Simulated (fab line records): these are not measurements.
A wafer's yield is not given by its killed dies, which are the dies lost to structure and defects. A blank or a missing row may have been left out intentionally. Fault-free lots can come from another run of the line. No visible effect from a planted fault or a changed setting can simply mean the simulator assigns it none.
fab line records	flow n5-finfet
[record] lots = 10	wafers = 29	last-day = 17
route steps=1938 shown ILD0@341 SDB@347
lots untouched by any fault: they come from a run of this same line in which no faults occurred
start-h: hours from the record's first day to the start of the lot's first wafer shown	wait-h: hours since the lot's step before	" unchanged from the row above	L1.1+2: one row covering several wafers at once	- no value present, or no start provided	* or withheld: withheld	< > ~ a bound
route shown NAME@n: names a module that has steps shown in the file, with the first one's number in the route	usual: mean/standard deviation taken from wafers without a fault	same: alike in all rows	chamber/n: place in a boat	sites: the reading at each site	_std_site: standard deviation of those values	_edge_site: the outer-site mean with the inner-site mean subtracted	radius-mm: for every site, how far away it sits from the centre of the wafer	mask NAME#n: copy n	behind: tool/chamber where the wafer was last shaped	hold: why the lot went on hold/how many hours it stayed there/how the hold came to an end	device: names the non-switching transistor (n, p or np)	end of line: the tests these same wafers got at the end of their route	where a step has no rows: the recipe by itself	killed: dies lost to structure and defects at the first sort, not the wafer's yield	map: a wafer's dies, x killed, . not, _ none there
set.NAME: the run value of the setting; set.NAME@STEP: its run value at that earlier step	model.NAME: the simulator's own value behind a step, which no gauge read
route steps across a sampled set of lots; one table per step, one row per wafer
services: when a tool's chamber went out of use (start-h, in hours from the record's first day, below 0 if earlier), for how many hours, and the reason
[[steps]]
[step N5_ILD0_THK_MEAS_08]
[usual] thk-nm = 139.1/1
lot.wafer	tool	chamber	start-h	wait-h	thk-nm
L258.1	film-metro-02	-	69.85	-	138.9
L258.3	"	-	"	"	139.1
L258.6	"	-	"	"	139.8
L259.1	film-metro-02	-	75.44	-	138.8
L259.3	"	-	"	"	138.4
L259.5	"	-	"	"	137.6
L260.1	film-metro-02	-	83.61	-	139.2
L260.2	"	-	"	"	140.1
L260.5	"	-	"	"	138.7
L262.2	film-metro-02	-	90.67	-	138.8
L262.4	"	-	"	"	137.6
L262.5	"	-	"	"	138.1
L263.1	film-metro-02	-	96.81	-	138.9
L263.4	"	-	"	"	139.9
L263.6	"	-	"	"	140.9
L264.3	film-metro-01	-	105.12	-	139.3
L264.4	"	-	"	"	141.2
L264.5	"	-	"	"	140.4
L274.1	film-metro-02	-	164.58	-	138.6
L274.2	"	-	"	"	138.1
L276.3	film-metro-01	-	176.74	-	137.9
L276.4	"	-	"	"	136.3
L276.6	"	-	"	"	135.5
L278.1	film-metro-01	-	193.82	-	138.2
L278.4	"	-	"	"	138.6
L278.5	"	-	"	"	139.4
L280.2	film-metro-01	-	200.88	-	138.5
L280.3	"	-	"	"	139.6
L280.6	"	-	"	"	139.0
[step N5_SDB_HM_DEP_00]
[recipe] material = SiNx	target-thk-a = 400	temp-c = 400	precursor = SiH4/NH3/N2	pressure-torr = 1.5	rf-w = 300	time-s = 35.3
[usual] heater-power-w = 730/65	showerhead-plenum-p-Torr = 5.15/0.043	throttle-valve-pct = 40.4/2.3
lot.wafer	tool	chamber	start-h	wait-h	heater-power-w	showerhead-plenum-p-Torr	throttle-valve-pct
L258.1	pecvd-01	1	73.13	0.0	724	5.16	43.6
L258.3	"	0	"	"	712	5.20	40.6
L258.6	"	2	"	"	740	5.14	39.4
L259.1	pecvd-04	0	78.72	0.0	694	5.19	41.6
L259.3	"	1	"	"	731	5.11	42.5
L259.5	"	1	"	"	755	5.12	42.7
L260.1	pecvd-01	2	86.88	0.0	734	5.14	39.4
L260.2	"	0	"	"	681	5.17	40.6
L260.5	"	0	"	"	651	5.19	40.5
L262.2	pecvd-01	2	94.96	0.0	695	5.14	39.5
L262.4	"	1	"	"	847	5.16	43.3
L262.5	"	0	"	"	627	5.20	40.7
L263.1	pecvd-04	2	100.29	0.0	679	5.15	35.7
L263.4	"	2	"	"	662	5.16	35.9
L263.6	"	1	"	"	825	5.11	42.3
L264.3	pecvd-01	0	108.39	0.0	681	5.19	40.4
L264.4	"	2	"	"	636	5.14	39.6
L264.5	"	1	"	"	704	5.16	43.9
L274.1	pecvd-04	0	167.92	0.0	696	5.18	42.3
L274.2	"	1	"	"	743	5.11	42.3
L276.3	pecvd-01	0	180.02	0.0	746	5.20	40.6
L276.4	"	1	"	"	842	5.17	43.5
L276.6	"	0	"	"	736	5.19	40.4
L278.1	pecvd-03	2	197.10	0.0	810	5.04	38.4
L278.4	"	2	"	"	787	5.03	38.5
L278.5	"	0	"	"	783	5.19	37.8
L280.2	pecvd-01	1	204.20	0.0	827	5.17	43.7
L280.3	"	2	"	"	642	5.13	40.3
L280.6	"	1	"	"	846	5.18	43.6
[step N5_SDB_OVL_MEAS_12]
[recipe] points-per-wafer = 44
[usual] SDB_OVL = -0.6/0.72
lot.wafer	tool	chamber	start-h	wait-h	SDB_OVL[nm]
L258.1	overlay-02	0	73.61	0.0	-0.1
L258.3	"	0	"	"	-0.4
L258.6	"	0	"	"	-1.1
L259.1	overlay-02	0	79.23	0.0	-1.4
L259.3	"	0	"	"	-1.7
L259.5	"	0	"	"	-0.6
L260.1	overlay-02	0	87.24	0.0	0.1
L260.2	"	0	"	"	-0.1
L260.5	"	0	"	"	-1.4
L262.2	overlay-01	0	95.44	0.0	0.7
L262.4	"	0	"	"	0.6
L262.5	"	0	"	"	-1.2
L263.1	overlay-02	0	100.64	0.0	0.2
L263.4	"	0	"	"	0.3
L263.6	"	0	"	"	-0.3
L264.3	overlay-02	0	108.87	0.0	-0.5
L264.4	"	0	"	"	-0.4
L264.5	"	0	"	"	-0.2
L274.1	overlay-01	0	168.28	0.0	-0.6
L274.2	"	0	"	"	-1.1
L276.3	overlay-01	0	180.50	0.0	-1.4
L276.4	"	0	"	"	-0.1
L276.6	"	0	"	"	-0.4
L278.1	overlay-01	0	197.61	0.0	-0.2
L278.4	"	0	"	"	0.6
L278.5	"	0	"	"	0.1
L280.2	overlay-02	0	204.55	0.0	-0.6
L280.3	"	0	"	"	0.8
L280.6	"	0	"	"	-1.0
[step N5_SDB_STRIP_21]
[recipe] chemistry = CF4	resist = SiARC	power-w = 300	bias-power-w = 75	pressure-mtorr = 50	cf4-flow-sccm = 150	rf-frequency-hz = 6e+07
[usual] cf4-flow-sccm = 150.0/0.49	chamber-pressure-mTorr = 50.00/0.05	drypump-motor-current-A = 5.7/0.31	oes-product-au = 0.79/0.08	rf-vpp-V = 271.9/1.4	showerhead-plenum-p-Torr = 1.83/0.052	throttle-valve-pct = 13.54/0.28
lot.wafer	tool	chamber	start-h	wait-h	cf4-flow-sccm	chamber-pressure-mTorr	drypump-motor-current-A	oes-product-au	rf-hours-counter-h	rf-vpp-V	showerhead-plenum-p-Torr	throttle-valve-pct
L258.1	rie-diel-05	2	73.97	0.0	149.2	50.00	5.5	0.90	16	272.2	1.83	13.35
L258.3	"	3	"	"	149.7	50.05	5.8	0.89	17	270.0	1.76	13.32
L258.6	"	2	"	"	150.1	50.01	5.5	0.90	-	272.8	1.83	13.35
L259.1	rie-diel-05	0	79.72	0.0	149.3	49.99	5.7	0.93	4	273.2	1.91	13.15
L259.3	"	2	"	"	150.1	50.05	5.5	0.89	18	272.2	1.83	13.35
L259.5	"	1	"	"	150.0	49.97	5.5	0.73	-	272.7	1.86	13.64
L260.1	rie-diel-05	0	87.51	0.0	149.6	50.01	5.6	0.91	7	273.4	1.90	13.15
L260.2	"	3	"	"	149.7	50.07	5.8	0.89	21	269.6	1.76	13.34
L260.5	"	1	"	"	150.6	49.92	5.5	0.72	-	272.9	1.86	13.65
L262.2	rie-diel-03	0	95.70	0.0	149.8	49.93	5.7	0.69	210	272.2	1.85	13.86
L262.4	"	0	"	"	150.4	50.01	5.6	0.70	-	271.6	1.85	13.85
L262.5	"	2	"	"	150.0	49.97	5.8	0.91	-	274.2	1.90	13.17
L263.1	rie-diel-04	1	100.92	0.0	150.2	49.96	6.4	0.69	216	273.0	1.85	13.92
L263.4	"	2	"	"	150.5	50.12	6.0	0.77	140	272.1	1.80	13.92
L263.6	"	1	"	"	150.0	50.02	6.5	0.69	-	272.4	1.85	13.92
L264.3	rie-diel-05	0	109.26	0.0	150.3	50.02	5.6	0.89	16	271.8	1.90	13.17
L264.4	"	3	"	"	149.8	49.98	5.8	0.86	29	269.7	1.76	13.35
L264.5	"	3	"	"	149.4	50.02	5.8	0.86	-	271.2	1.76	13.36
L274.1	rie-diel-04	0	169.06	0.0	150.3	50.11	6.3	0.70	224	272.7	1.85	13.76
L274.2	"	2	"	"	151.0	49.95	6.0	0.75	159	270.5	1.80	13.95
L276.3	rie-diel-03	3	180.76	0.0	150.8	50.08	5.5	0.72	182	271.0	1.79	13.93
L276.4	"	0	"	"	149.9	49.95	5.7	0.68	233	272.9	1.84	13.90
L276.6	"	3	"	"	151.3	50.01	5.5	0.72	-	269.9	1.79	13.95
L278.1	rie-diel-03	2	197.87	0.0	150.4	50.04	5.8	0.86	54	272.2	1.89	13.26
L278.4	"	3	"	"	149.8	49.99	5.5	0.71	186	270.6	1.79	13.92
L278.5	"	0	"	"	149.5	50.04	5.7	0.67	-	271.7	1.84	13.91
L280.2	rie-diel-05	3	204.83	0.0	150.2	49.99	5.8	0.82	61	270.0	1.75	13.44
L280.3	"	1	"	"	150.9	49.99	5.5	0.69	194	272.9	1.85	13.73
L280.6	"	2	"	"	150.0	50.08	5.5	0.82	-	272.2	1.82	13.45
[step N5_SDB_HM_OPEN_20]
[recipe] chemistry = CH3F/O2	target = SiNx	mask-material = SOC	target-depth-a = 240	stop-on = poly-Si	over-etch-frac = 0.4	ion-energy-ev = 120	pressure-mtorr = 30	source-w = 395	bias-w = 73	Ar_flow_sccm = 150	CH3F_flow_sccm = 30	O2_flow_sccm = 20
[usual] chamber-pressure-mTorr = 30.001/0.027	drypump-motor-current-A = 5.7/0.31	oes-product-au = 0.65/0.064	rf-vpp-V = 299/4.3	showerhead-plenum-p-Torr = 2.04/0.063	throttle-valve-pct = 16.30/0.24
lot.wafer	tool	chamber	start-h	wait-h	chamber-pressure-mTorr	drypump-motor-current-A	oes-product-au	rf-hours-counter-h	rf-vpp-V	showerhead-plenum-p-Torr	throttle-valve-pct
L258.1	rie-diel-05	2	73.99	0.0	30.070	5.5	0.74	16	303	2.04	16.13
L258.3	"	3	"	"	30.006	5.8	0.74	17	292	1.96	16.12
L258.6	"	2	"	"	30.008	5.5	0.74	-	304	2.04	16.14
L259.1	rie-diel-05	0	79.74	0.0	29.997	5.6	0.76	4	296	2.14	15.97
L259.3	"	2	"	"	30.018	5.5	0.73	18	305	2.04	16.16
L259.5	"	1	"	"	30.002	5.5	0.59	-	304	2.08	16.36
L260.1	rie-diel-05	0	87.53	0.0	29.969	5.6	0.75	7	296	2.14	15.98
L260.2	"	3	"	"	30.017	5.8	0.71	21	292	1.96	16.12
L260.5	"	1	"	"	29.968	5.5	0.60	-	304	2.08	16.38
L262.2	rie-diel-03	0	95.72	0.0	30.016	5.7	0.58	210	304	2.06	16.59
L262.4	"	0	"	"	30.029	5.7	0.58	-	301	2.06	16.59
L262.5	"	2	"	"	30.001	5.7	0.76	-	301	2.13	15.98
L263.1	rie-diel-04	1	100.94	0.0	30.011	6.4	0.57	216	294	2.06	16.61
L263.4	"	2	"	"	30.012	6.0	0.64	140	299	1.99	16.64
L263.6	"	1	"	"	30.009	6.4	0.58	-	294	2.06	16.62
L264.3	rie-diel-05	0	109.28	0.0	29.987	5.6	0.73	16	295	2.14	15.99
L264.4	"	3	"	"	29.988	5.8	0.71	29	292	1.96	16.15
L264.5	"	3	"	"	30.023	5.8	0.72	-	292	1.96	16.16
L274.1	rie-diel-04	0	169.08	0.0	29.997	6.3	0.44	224	302	2.05	16.41
L274.2	"	2	"	"	30.023	6.1	0.61	159	297	1.99	16.67
L276.3	rie-diel-03	3	180.78	0.0	30.001	5.5	0.59	182	299	1.99	16.67
L276.4	"	0	"	"	29.993	5.7	0.56	233	301	2.05	16.63
L276.6	"	3	"	"	30.027	5.6	0.61	-	295	1.99	16.66
L278.1	rie-diel-03	2	197.89	0.0	30.010	5.8	0.71	54	301	2.12	16.04
L278.4	"	3	"	"	30.026	5.5	0.60	186	298	1.99	16.67
L278.5	"	0	"	"	29.995	5.6	0.57	-	302	2.05	16.65
L280.2	rie-diel-05	3	204.85	0.0	30.023	5.8	0.67	61	293	1.95	16.21
L280.3	"	1	"	"	30.020	5.5	0.57	194	302	2.06	16.43
L280.6	"	2	"	"	30.009	5.5	0.68	-	305	2.02	16.23
[[services]]
tool	chamber	start-h	hours	kind
rie-diel-05	3	55.27	10.0	repair
rie-diel-04	2	65.79	6.7	repair
pecvd-01	0	69.34	2.1	scheduled-down
pecvd-04	2	76.71	5.5	scheduled-down
pecvd-03	0	82.78	5.0	scheduled-down
rie-diel-03	3	95.34	22.6	repair
pecvd-03	0	98.50	6.5	repair
pecvd-04	2	100.59	2.1	scheduled-down
rie-diel-03	0	103.91	18.7	repair
rie-diel-03	-	112.50	2.8	repair
rie-diel-04	2	116.92	6.0	repair
pecvd-03	-	126.99	0.5	repair
pecvd-01	2	133.21	5.5	scheduled-down
pecvd-04	-	133.72	14.6	pm
pecvd-01	-	166.23	6.0	pm
pecvd-04	0	173.37	10.2	repair
pecvd-01	-	176.61	1.2	repair
pecvd-04	2	190.12	32.7	repair
pecvd-03	1	193.83	5.5	scheduled-down
rie-diel-04	1	198.07	-	clean
rie-diel-04	1	198.07	-	consumable-replace:focus-ring
rie-diel-04	1	198.07	16.8	scheduled-down
rie-diel-04	1	198.07	16.8	vent-cycle
pecvd-03	2	198.64	13.5	repair
[[key]]
[first-sign] step = N5_SDB_HM_OPEN_20	reading = oes-product-au	direction = down	sigmas = 3.2	usual = 0.65	struck = 0.44
effect none on later readings
met-at N5_SDB_HM_DEP_00
struck-lots L274
struck-wafers L274.1
tester-left-out L274
not-acting-at N5_ILD0_THK_MEAS_08,N5_SDB_OVL_MEAS_12,N5_SDB_STRIP_21
onset-between 100.29 167.92
[fault] kind = process-parameter-drift	tool = pecvd-04	chamber = -	onset-h = 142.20	steps = N5_SDB_HM_DEP_00	channel = time-s	offset = *	shape = step	end-h = 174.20	scope = struck-wafers-only	acts-in = *	stated = *
// tester-left-out: of these lots the tester's yield and bins aren't shown, on N5 and GAA mostly nor the transistor test; their killed dies are dies lost to structure and defects alone, not to doping, threshold or leakage, so they don't give the yield
